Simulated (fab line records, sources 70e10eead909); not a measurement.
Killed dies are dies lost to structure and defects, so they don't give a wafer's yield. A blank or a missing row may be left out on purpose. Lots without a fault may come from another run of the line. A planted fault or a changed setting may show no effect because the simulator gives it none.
Which tool did it? | flow nand_harc | 12 lots, 35 wafers sampled, at 5 steps of a route of 1159

WHAT THE GAUGES READ, wafer by wafer
NHARC_P_STI_CD_MEAS_09: target cd 200 nm. Usual: cd_nm 200.7 nm, standard deviation 2.4.
lot  | measured    | on        | cd_nm (nm)        | flag
L907 | day 2 11:35 | cd_sem-02 | 199.3 199.9 203.4 |
L908 | day 2 17:46 | cd_sem-01 | 199.8 196.6 199.7 |
L910 | day 3 04:07 | cd_sem-03 | 200.4 198.4 198.6 |
L911 | day 3 13:58 | cd_sem-01 | 201.2 201.1 199.5 |
L912 | day 3 14:07 | cd_sem-02 | 204.5 202.8 197.9 |
L918 | day 5 04:54 | cd_sem-03 | 204.1 201.5       |
L920 | day 5 17:01 | cd_sem-02 | 198.7 205.5 201.3 |
L921 | day 5 22:56 | cd_sem-03 | 203.3 201.9 198.4 |
L924 | day 6 17:50 | cd_sem-03 | 202.2 197.6 198.6 |
L925 | day 6 23:06 | cd_sem-03 | 200.7 202.9 204.3 |
L928 | day 7 17:58 | cd_sem-01 | 200.7 199.7 204.9 |
L930 | day 8 06:08 | cd_sem-03 | 198.3 198.7 202.1 |

NHARC_END_SORT_01. Usual: killed_at_array 27, standard deviation 11; killed_at_other 0.7, standard deviation 1.1; killed_at_periphery 3.4, standard deviation 2.1; killed_dies 31, standard deviation 12; killed_open 3.6, standard deviation 2; killed_short 2.0, standard deviation 1.3.
lot  | measured     | on        | killed_at_array | killed_at_other | killed_at_periphery | killed_dies | killed_open | killed_short | flag
L924 | day 24 03:04 | prober-01 | 50 48 46        | 3 1 0           | 7 8 5               | 60 57 51    | 3 7 3       | 2 1 0        |

WHICH TOOL RAN EACH LOT (tool, then ch and the chambers of the sampled wafers, then the start)
lot  | NHARC_P_ZERO_WELL_ETCH_65         | NHARC_P_STI_SOFTBAKE_04          | NHARC_P_STI_ETCH_31
L907 | rie_diel-03 ch 1,2, day 1 13:29   | litho_track-02 ch 0, day 2 11:00 | rie_diel-08 ch 0,1,2, no start
L908 | rie_diel-13 ch 1,2, day 1 19:29   | litho_track-07 ch 0, day 2 17:00 | rie_diel-09 ch 0,1,2, no start
L910 | rie_diel-13 ch 1,2, day 2 07:29   | litho_track-02 ch 0, day 3 03:00 | rie_diel-11 ch 1,2,3, no start
L911 | rie_diel-03 ch 0,2, day 2 13:29   | litho_track-05 ch 0, day 3 13:00 | rie_diel-09 ch 0,1, no start
L912 | rie_diel-13 ch 1,3, day 2 19:23   | litho_track-02 ch 0, day 3 13:00 | rie_diel-11 ch 0,1,3, no start
L918 | rie_diel-03 ch 1,3, day 4 07:29   | litho_track-05 ch 0, day 5 04:00 | rie_diel-08 ch 1,2, no start
L920 | rie_diel-13 ch 0,3, day 4 19:32   | litho_track-05 ch 0, day 5 16:00 | rie_diel-11 ch 0,2,3, no start
L921 | rie_diel-03 ch 0,2,3, day 5 01:29 | litho_track-02 ch 0, day 5 22:00 | rie_diel-09 ch 1,2,3, no start
L924 | rie_diel-13 ch 1,2,3, day 5 19:29 | litho_track-07 ch 0, day 6 17:00 | rie_diel-09 ch 0,1,3, day 24 03:04 or earlier
L925 | rie_diel-05 ch 2,3, day 6 01:34   | litho_track-07 ch 0, day 6 22:00 | rie_diel-08 ch 0,2,3, no start
L928 | rie_diel-03 ch 1,2, day 6 19:23   | litho_track-07 ch 0, day 7 17:00 | rie_diel-09 ch 1,3, no start
L930 | rie_diel-03 ch 0,2,3, day 7 07:25 | litho_track-05 ch 0, day 8 05:00 | rie_diel-11 ch 0,1,3, no start
- NHARC_P_ZERO_WELL_ETCH_65: etches the open film in N2/H2, target depth 80 nm, overetch 24 nm, time 87.88 s.
- NHARC_P_STI_SOFTBAKE_04: time 70 s.
- NHARC_P_STI_ETCH_31: etches the open film in CF4/CHF3, target depth 108.9 nm, time 54.5 s.

WHAT THE TOOLS THEMSELVES READ (means of the sampled wafers that have a number; where no wafer has one, the mark that the record gives instead)
NHARC_P_ZERO_WELL_ETCH_65. Usual: chamber_pressure_mTorr 30.001 mTorr, standard deviation 0.028; drypump_motor_current_A 5.4 A, standard deviation 0.38; oes_product_au 0.994 a.u., standard deviation 0.011; rf_vpp_V 430.6 V, standard deviation 2.3; showerhead_plenum_p_Torr 2.04 Torr, standard deviation 0.076; throttle_valve_pct 14.170 %, standard deviation 0.0095.
lot  | tool        | chamber_pressure_mTorr (mTorr) | drypump_motor_current_A (A) | oes_product_au (a.u.) | rf_vpp_V (V) | showerhead_plenum_p_Torr (Torr) | throttle_valve_pct (%) | flag
L907 | rie_diel-03 | 29.985                         | 5.7                         | 1.002                 | 431.4        | 2.07                            | 14.169                 |
L908 | rie_diel-13 | 29.978                         | 5.2                         | 0.994                 | 429.4        | 2.00                            | 14.170                 |
L910 | rie_diel-13 | 30.011                         | 5.6                         | 0.998                 | 430.2        | 2.02                            | 14.163                 |
L911 | rie_diel-03 | 30.011                         | 5.3                         | 1.008                 | 428.4        | 1.95                            | 14.161                 |
L912 | rie_diel-13 | 29.985                         | 5.8                         | 0.998                 | 430.7        | 2.08                            | 14.170                 |
L918 | rie_diel-03 | 29.978                         | 5.3                         | 0.989                 | 430.9        | 2.07                            | 14.168                 |
L920 | rie_diel-13 | 30.020                         | 5.8                         | 1.004                 | 433.0        | 2.10                            | 14.172                 |
L921 | rie_diel-03 | 29.999                         | 5.1                         | 0.987                 | 428.3        | 1.97                            | 14.166                 |
L924 | rie_diel-13 | 29.970                         | 5.5                         | 0.996                 | 429.7        | 2.03                            | 14.176                 |
L925 | rie_diel-05 | 30.025                         | 5.7                         | 1.006                 | 431.5        | 2.06                            | 14.165                 |
L928 | rie_diel-03 | 29.979                         | 5.7                         | 0.992                 | 431.2        | 2.07                            | 14.175                 |
L930 | rie_diel-03 | 29.975                         | 5.1                         | 0.978                 | 428.1        | 1.97                            | 14.170                 |

NHARC_P_STI_SOFTBAKE_04. Usual: heater_power_total_W 201.0 W, standard deviation 1.2; resist_line_temp_C 22.98 C, standard deviation 0.095.
lot  | tool           | heater_power_total_W (W) | resist_line_temp_C (C) | flag
L907 | litho_track-02 | 200.0                    | 22.92                  |
L908 | litho_track-07 | 201.7                    | 23.11                  |
L910 | litho_track-02 | 200.5                    | 22.82                  |
L911 | litho_track-05 | 202.1                    | 22.96                  |
L912 | litho_track-02 | 199.9                    | 23.02                  |
L918 | litho_track-05 | 200.6                    | 23.01                  |
L920 | litho_track-05 | 205.5                    | 22.86                  | OFF
L921 | litho_track-02 | 200.9                    | 22.99                  |
L924 | litho_track-07 | 199.5                    | 23.00                  |
L925 | litho_track-07 | 201.7                    | 22.91                  |
L928 | litho_track-07 | 201.1                    | 22.85                  |
L930 | litho_track-05 | 201.2                    | 23.08                  |

NHARC_P_STI_ETCH_31. Usual: chamber_pressure_mTorr 25.000 mTorr, standard deviation 0.023; drypump_motor_current_A 6.0 A, standard deviation 0.46; oes_product_au 0.960 a.u., standard deviation 0.019; rf_vpp_V 370.5 V, standard deviation 2.3; showerhead_plenum_p_Torr 1.57 Torr, standard deviation 0.065; throttle_valve_pct 16.803 %, standard deviation 0.0097.
lot  | tool        | chamber_pressure_mTorr (mTorr) | drypump_motor_current_A (A) | oes_product_au (a.u.) | rf_vpp_V (V) | showerhead_plenum_p_Torr (Torr) | throttle_valve_pct (%) | flag
L907 | rie_diel-08 | 24.991                         | 6.2                         | 0.968                 | 372.0        | 1.63                            | 16.790                 |
L908 | rie_diel-09 | 25.003                         | 5.5                         | 0.969                 | 369.9        | 1.54                            | 16.804                 |
L910 | rie_diel-11 | 25.001                         | 6.1                         | 0.955                 | 368.4        | 1.52                            | 16.812                 |
L911 | rie_diel-09 | 25.009                         | 5.4                         | 0.978                 | 368.9        | 1.52                            | 16.802                 |
L912 | rie_diel-11 | 25.000                         | 6.3                         | 0.971                 | 370.3        | 1.57                            | 16.797                 |
L918 | rie_diel-08 | 25.023                         | 6.3                         | 0.968                 | 372.3        | 1.63                            | 16.797                 |
L920 | rie_diel-11 | 25.020                         | 6.3                         | 0.971                 | 370.1        | 1.56                            | 16.797                 |
L921 | rie_diel-09 | 25.004                         | 5.3                         | 0.972                 | 368.9        | 1.52                            | 16.805                 |
L924 | rie_diel-09 | 25.023                         | 5.3                         | 0.915                 | 369.3        | 1.50                            | 16.802                 |
L925 | rie_diel-08 | 24.990                         | 6.2                         | 0.970                 | 372.3        | 1.63                            | 16.808                 |
L928 | rie_diel-09 | 25.010                         | 5.2                         | 0.941                 | 368.0        | 1.49                            | 16.801                 |
L930 | rie_diel-11 | 25.022                         | 6.3                         | 0.965                 | 371.0        | 1.57                            | 16.805                 |

THE ANSWER, worked out from the rows above alone
Rule: a lot is off if the mean of its wafers that have a number lies more than 3 standard deviations from the usual mean. A lot without any number at a reading at which 4 lots or more have one is off too. The other lots that the step has rows for count as sound. The gauges are gone through in route order, then the tools' own readings, and for those a lot's mean is taken as printed above. The first step at which some lot is off is used, and at that step the reading that is off furthest; a lot without a number counts as furthest.
Off: L920, at NHARC_P_STI_SOFTBAKE_04 (heater_power_total_W).
A tool fits if, at that step or a process step before it, it ran every lot that is off, and no sound lot after the first of them. None of those tried fits.

WHAT THE SIMULATOR HAD PUT IN
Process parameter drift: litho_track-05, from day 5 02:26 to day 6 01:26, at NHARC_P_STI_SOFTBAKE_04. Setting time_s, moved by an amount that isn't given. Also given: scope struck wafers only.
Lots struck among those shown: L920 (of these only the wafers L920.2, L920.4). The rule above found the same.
